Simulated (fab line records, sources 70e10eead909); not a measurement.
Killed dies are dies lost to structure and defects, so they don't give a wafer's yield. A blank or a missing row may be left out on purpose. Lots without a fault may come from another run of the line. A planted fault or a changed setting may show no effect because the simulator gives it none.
fab line records | flow nand_harc | part 2 of 2: steps 31 to 37 of 37
record lots=5 wafers=15 last_day=32
route steps=1302 shown P_GATE@111
lots that met no fault: from a run of the same line without faults
start_h: hours from the record's first day to the start of the lot's first wafer shown | wait_h: hours since the lot's step before | " the same as in the row above | L1.1+2: a row that stands for several wafers | - no value, or no start given | * or withheld: withheld | < > ~ a bound
route shown NAME@n: a module of which the file shows steps, and the number in the route of the first | usual: mean/standard deviation of fault-free wafers | same: alike in all rows | chamber/n: place in a boat | sites: the reading at each site | _std_site: their standard deviation | _edge_site: outer sites' mean less inner sites' | radius_mm: how far each site lies from the wafer's centre | mask NAME#n: copy n | behind: the tool/chamber that last shaped the wafer | hold: why the lot was held/for how many hours/how that ended | device: the transistor (n, p or np) that didn't switch | end of line: the same wafers' tests at the end of the route | a step without rows: its recipe alone | killed: dies lost to structure and defects at the first sort, not the wafer's yield | map: a wafer's dies, x killed, . not, _ none there
set.NAME: the setting as run; set.NAME@STEP: as run at that earlier step | model.NAME: the simulator's own value behind a step, which no gauge read
lots at some steps of the route; a table a step, a row a wafer
services: from which hour (start_h, from the record's first day; less than 0 if before it) a tool's chamber was out of use, for how many hours, and why
## steps
# step NHARC_P_GATE_CD_MEAS_26
# recipe target_cd_nm=120 landing_energy_ev=500
# usual cd_nm=120.0/0.73
# columns lot.wafer tool chamber start_h wait_h cd_nm
L074.2 cd_sem-02 0 96.21 - 120.0
L074.3 " 0 " " 120.9
L074.4 " 0 " " 120.7
L078.2 cd_sem-01 0 134.79 - 119.7
L078.5 " 0 " " 120.2
L078.6 " 0 " " 120.4
L084.1 cd_sem-03 0 207.85 - 119.7
L084.2 " 0 " " 119.2
L084.4 " 0 " " 120.4
L092.3 cd_sem-03 0 279.96 - 119.0
L092.4 " 0 " " 119.0
L092.6 " 0 " " 120.2
L096.1 cd_sem-02 0 313.46 - 120.6
L096.5 " 0 " " 120.8
L096.6 " 0 " " 121.0
# step NHARC_P_GATE_OVL_MEAS_27
# usual overlay_x_nm=-0.2/0.92 overlay_y_nm=-0.2/0.77
# columns lot.wafer tool chamber start_h wait_h overlay_x_nm overlay_y_nm
L074.2 overlay-02 - 96.29 - -0.8 -0.3
L074.3 " - " " -0.9 -0.5
L074.4 " - " " -0.2 -0.5
L078.2 overlay-02 - 134.87 - -0.9 -0.4
L078.5 " - " " -1.4 -0.7
L078.6 " - " " -1.1 -0.4
L084.1 overlay-02 - 207.94 - 0.8 -0.6
L084.2 " - " " 0.3 0.3
L084.4 " - " " 1.1 -0.3
L092.3 overlay-01 - 280.04 - 0.0 -0.5
L092.4 " - " " 0.3 0.1
L092.6 " - " " 0.1 0.6
L096.1 overlay-01 - 313.55 - -1.3 0.4
L096.5 " - " " -1.5 0.0
L096.6 " - " " -1.2 0.3
# step NHARC_P_GATE_INSPECT_28
# usual raw_defect_count=6.1/3
# columns lot.wafer tool chamber start_h wait_h raw_defect_count
L074.2 defect_inspect-02 - 96.33 0.0 6
L074.3 " - " " 1
L074.4 " - " " 5
L078.2 defect_inspect-01 - 134.91 0.0 8
L078.5 " - " " 3
L078.6 " - " " 3
L084.1 defect_inspect-01 - 207.98 0.0 8
L084.2 " - " " 4
L084.4 " - " " 7
L092.3 defect_inspect-01 - 280.08 0.0 6
L092.4 " - " " 4
L092.6 " - " " 11
L096.1 defect_inspect-02 - 313.59 0.0 4
L096.5 " - " " 5
L096.6 " - " " 9
# step NHARC_P_GATE_DESCUM_31
# recipe time_s=3 o2_flow_sccm=200 ar_flow_sccm=0 bias_power_w=0 chemistry=O2
# usual drypump_motor_current_A=5.6/0.58 oes_product_au=1.003/0.012 rf_vpp_V=57.7/0.83 showerhead_plenum_p_Torr=1.93/0.073 throttle_valve_pct=11.311/0.0083
# same time_s=3
# columns lot.wafer tool chamber start_h wait_h drypump_motor_current_A oes_product_au rf_hours_counter_h rf_vpp_V showerhead_plenum_p_Torr throttle_valve_pct
L074.4 rie_diel-07 0 96.39 0.1 6.8 0.988 8.1 57.5 1.90 11.313
L074.2 " 1 " " 5.1 0.999 4.7 55.5 1.89 11.310
L074.3 " 3 " " 6.5 1.003 8.8 56.1 1.88 11.315
L078.2 rie_diel-12 3 135.00 0.1 4.7 1.016 1.4 58.5 1.85 11.312
L078.5 " 0 " " 5.0 1.012 - 57.9 2.06 11.314
L078.6 " 1 " " 5.6 1.007 - 58.8 1.98 11.313
L084.1 rie_diel-07 3 208.04 0.1 6.5 0.995 3.8 58.1 1.88 11.296
L084.4 " 0 " " 6.7 0.992 3.5 58.3 1.90 11.307
L084.2 " 1 " " 5.1 1.001 4.0 57.5 1.89 11.303
L092.4 rie_diel-07 3 280.14 0.1 6.5 1.020 8.1 57.4 1.88 11.317
L092.3 " 2 " " 6.0 1.016 8.8 57.2 2.05 11.313
L092.6 " 0 " " 6.7 0.987 - 57.7 1.90 11.305
L096.1 rie_diel-05 1 313.65 0.1 5.6 1.013 5.3 55.3 1.81 11.330
L096.6 " 1 " " 5.6 1.002 - 56.7 1.81 11.329
L096.5 " 2 " " 5.2 0.990 - 58.9 1.93 11.307
# step NHARC_P_GATE_ETCH_104
# recipe target_depth_a=600 time_s=withheld cf4_flow_sccm=100 chf3_flow_sccm=30 ar_flow_sccm=0 rf_w=500 bias_w=200 chemistry=CF4/CHF3
# usual drypump_motor_current_A=5.6/0.57 oes_product_au=0.951/0.023 rf_vpp_V=371.2/2 showerhead_plenum_p_Torr=1.59/0.058 throttle_valve_pct=16.801/0.0086
# columns lot.wafer tool chamber start_h wait_h drypump_motor_current_A oes_product_au rf_vpp_V showerhead_plenum_p_Torr throttle_valve_pct
L074.4 rie_diel-07 3 96.52 0.1 6.5 0.930 370.0 1.55 16.798
L074.2 " 0 " " 6.7 0.915 369.6 1.57 16.815
L074.3 " 1 " " 5.1 0.927 369.0 1.55 16.813
L078.2 rie_diel-12 1 135.07 0.1 5.6 0.934 372.4 1.63 16.810
L078.6 " 2 " " 5.7 0.912 374.4 1.68 16.787
L078.5 " 3 " " 4.6 0.935 368.0 1.52 16.803
L084.4 rie_diel-07 3 208.12 0.1 6.5 0.954 371.1 1.55 16.788
L084.1 " 0 " " 6.7 0.948 370.0 1.56 16.812
L084.2 " 2 " " 6.0 0.982 374.5 1.68 16.816
L092.3 rie_diel-07 2 280.22 0.1 6.0 0.957 374.0 1.68 16.810
L092.4 " 0 " " 6.7 0.935 369.6 1.56 16.814
L092.6 " 3 " " 6.5 0.951 370.6 1.55 16.797
L096.1 rie_diel-05 1 313.74 0.1 5.6 0.938 368.5 1.50 16.795
L096.6 " 0 " " 5.4 0.938 371.3 1.59 16.799
L096.5 " 1 " " 5.6 0.941 368.3 1.50 16.804
# step NHARC_P_GATE_HM_OPEN_105
# recipe target_depth_a=3600 o2_flow_sccm=400 cos_flow_sccm=20 ar_flow_sccm=0 rf_w=500 bias_w=300 chemistry=O2/COS
# usual drypump_motor_current_A=5.6/0.56 oes_product_au=1.001/0.012 rf_vpp_V=467.8/2.5 showerhead_plenum_p_Torr=3.15/0.11 throttle_valve_pct=28.331/0.0087
# columns lot.wafer tool chamber start_h wait_h drypump_motor_current_A oes_product_au rf_hours_counter_h rf_vpp_V showerhead_plenum_p_Torr throttle_valve_pct
L074.2 rie_diel-07 1 - - 5.1 1.001 4.8 466.7 3.08 28.346
L074.3 " 2 " " 6.0 0.997 7.5 471.9 3.34 28.337
L074.4 " 3 " " 6.5 1.023 8.8 466.8 3.08 28.339
L078.2 rie_diel-12 2 - - 5.8 0.992 2.5 472.7 3.33 28.327
L078.6 " 3 " " 4.6 1.015 - 465.9 3.02 28.345
L078.5 " 0 " " 5.0 1.012 - 472.0 3.34 28.326
L084.4 rie_diel-07 1 - - 5.1 1.001 4.1 467.0 3.08 28.318
L084.2 " 2 " " 6.0 1.005 4.3 471.7 3.33 28.343
L084.1 " 3 " " 6.5 0.987 3.9 465.5 3.07 28.321
L092.3 rie_diel-07 0 - - 6.7 0.987 7.2 467.2 3.10 28.328
L092.4 " 1 " " 5.1 1.003 7.8 466.9 3.08 28.337
L092.6 " 0 " " 6.7 0.987 - 467.0 3.10 28.341
L096.1 rie_diel-05 2 - - 5.2 0.988 6.5 468.6 3.15 28.321
L096.6 " 1 " " 5.6 0.998 - 463.8 2.97 28.320
L096.5 " 2 " " 5.2 0.989 - 468.1 3.15 28.327
# step NHARC_P_GATE_STRIP_106
# recipe o2_flow_sccm=400 cos_flow_sccm=20 ar_flow_sccm=0 bias_w=0 chemistry=O2/COS
# columns lot.wafer tool chamber start_h wait_h
L074.2+3+4 rie_diel-07 2,3,0 - -
L078.2+6+5 rie_diel-12 0,2,3 - -
L084.4+2+1 rie_diel-07 1,2,0 - -
L092.3+4+6 rie_diel-07 3,0,2 - -
L096.1+5+6 rie_diel-05 1,3,0 - -
## services
# columns tool chamber start_h hours kind
wet_bench-04 - 51.20 8.0 pm
litho_track-02 - 52.00 7.0 pm
wet_bench-02 - 68.00 8.0 pm
rie_diel-12 3 70.10 12.2 repair
litho_track-07 - 76.00 7.0 pm
rie_diel-12 - 91.50 9.0 pm
wet_bench-02 - 107.05 7.2 repair
rie_diel-07 - 117.22 9.0 pm
rie_diel-12 3 119.41 12.6 repair
litho_track-05 - 124.00 7.0 pm
rie_diel-12 0 144.59 5.2 repair
litho_track-01 - 155.00 7.0 pm
rie_diel-12 2 171.94 7.2 repair
litho_track-06 - 179.00 7.0 pm
wet_bench-06 - 193.64 8.0 pm
litho_track-02 - 227.00 7.0 pm
wet_bench-04 - 227.20 8.0 pm
wet_bench-02 - 244.00 8.0 pm
litho_track-07 - 251.00 7.0 pm
wet_bench-02 - 259.20 2.9 repair
wet_bench-06 - 263.50 1.4 repair
rie_diel-07 - 294.22 9.0 pm
litho_track-05 - 299.00 7.0 pm
wet_bench-06 - 311.34 1.4 repair
